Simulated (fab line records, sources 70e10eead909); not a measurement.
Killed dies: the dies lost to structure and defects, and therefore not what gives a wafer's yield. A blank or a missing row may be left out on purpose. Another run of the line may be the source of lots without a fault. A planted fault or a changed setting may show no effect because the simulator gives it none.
A struck lot beside a sound one -- flow nand-harc -- 13 steps out of a route of 1302
Sound: the wafers L834.1, L834.3, L834.4. Struck: wafers L850.5, L850.6. (L850.2 of the same lot was not struck and is left out.) The cause comes at the end.
For every step that has rows: the tool of each side, followed by ch and its chambers, followed by its first start. Under that, the readings that differ: sound wafers -- struck wafers -- difference of the means -- sigmas: that difference in standard deviations of wafers without a fault.
alike: words and numbers the same on both sides, and readings whose means are apart by under 2 such deviations; not compared: readings that were withheld, readings missing a value for some wafer, numbers with overlapping values and no deviation given by the record, and bounds like >300 which may hide the same value.
Wherever a step has rows on one side only, a row that says differs or no value, or a row with sigmas, the two part there. Numbers that have no deviation but don't overlap get no sigmas and don't part them. A reading that every wafer of one side lacks parts them only if that side has two wafers or more.

NHARC_A_SOURCE_PLATE_THK_MEAS_06: measures by ellipsometry.
  sound on film-metro-02 at day 9 04:26; struck on film-metro-01 at day 16 15:34
  alike: thk-nm
NHARC_A_SOURCE_PLATE_INSPECT_08:
  sound on defect-inspect-01 at day 9 04:29; struck on defect-inspect-02 at day 16 15:37
  alike: raw-defect-count
following that, 1 step holds no rows for these wafers, namely NHARC_A_ONON_D1_DEP_00 (target thickness 1000 nm).
NHARC_A_ONON_D1_THK_MEAS_02: measures by ellipsometry.
  sound on film-metro-02 at day 9 05:04; struck on film-metro-01 at day 16 16:12
  alike: thk-nm
following that, 1 step holds no rows for these wafers, namely NHARC_A_ONON_D1_DEP_03 (target thickness 1000 nm).
NHARC_A_ONON_D1_THK_MEAS_05: measures by ellipsometry.
  sound on film-metro-01 at day 9 05:47; struck on film-metro-01 at day 16 16:46
  alike: thk-nm
following that, 1 step holds no rows for these wafers, namely NHARC_A_ONON_D1_DEP_06 (target thickness 1000 nm).
NHARC_A_ONON_D1_THK_MEAS_08: measures by ellipsometry.
  sound on film-metro-02 at day 9 06:26; struck on film-metro-01 at day 16 17:20
  alike: thk-nm
following that, 1 step holds no rows for these wafers, namely NHARC_A_ONON_D1_DEP_09 (target thickness 1000 nm).
NHARC_A_ONON_D1_THK_MEAS_11: measures by ellipsometry.
  sound on film-metro-02 at day 9 07:00; struck on film-metro-01 at day 16 17:54
  alike: thk-nm
NHARC_A_ONON_D1_DEP_12: target thk 1000 nm.
  sound on pecvd-onon-04 ch 0, day 9 07:06; struck on pecvd-onon-04 ch 0, day 16 18:01
  alike: n2-flow-sccm
NHARC_A_ONON_D1_THK_MEAS_14: measures by ellipsometry.
  sound on film-metro-01 at day 9 07:38; struck on film-metro-01 at day 16 18:28
reading,sound,struck,difference,sigmas
thk-nm (nm),1009 1007 1009,846 848,-161,-18
then, 1 step without rows for these wafers: NHARC_A_ONON_D1_ANNEAL_15 (time 3600 s).

WHERE THEY PART
Within this record, at NHARC_A_ONON_D1_THK_MEAS_14 only.

WHY: whatever the simulator had introduced
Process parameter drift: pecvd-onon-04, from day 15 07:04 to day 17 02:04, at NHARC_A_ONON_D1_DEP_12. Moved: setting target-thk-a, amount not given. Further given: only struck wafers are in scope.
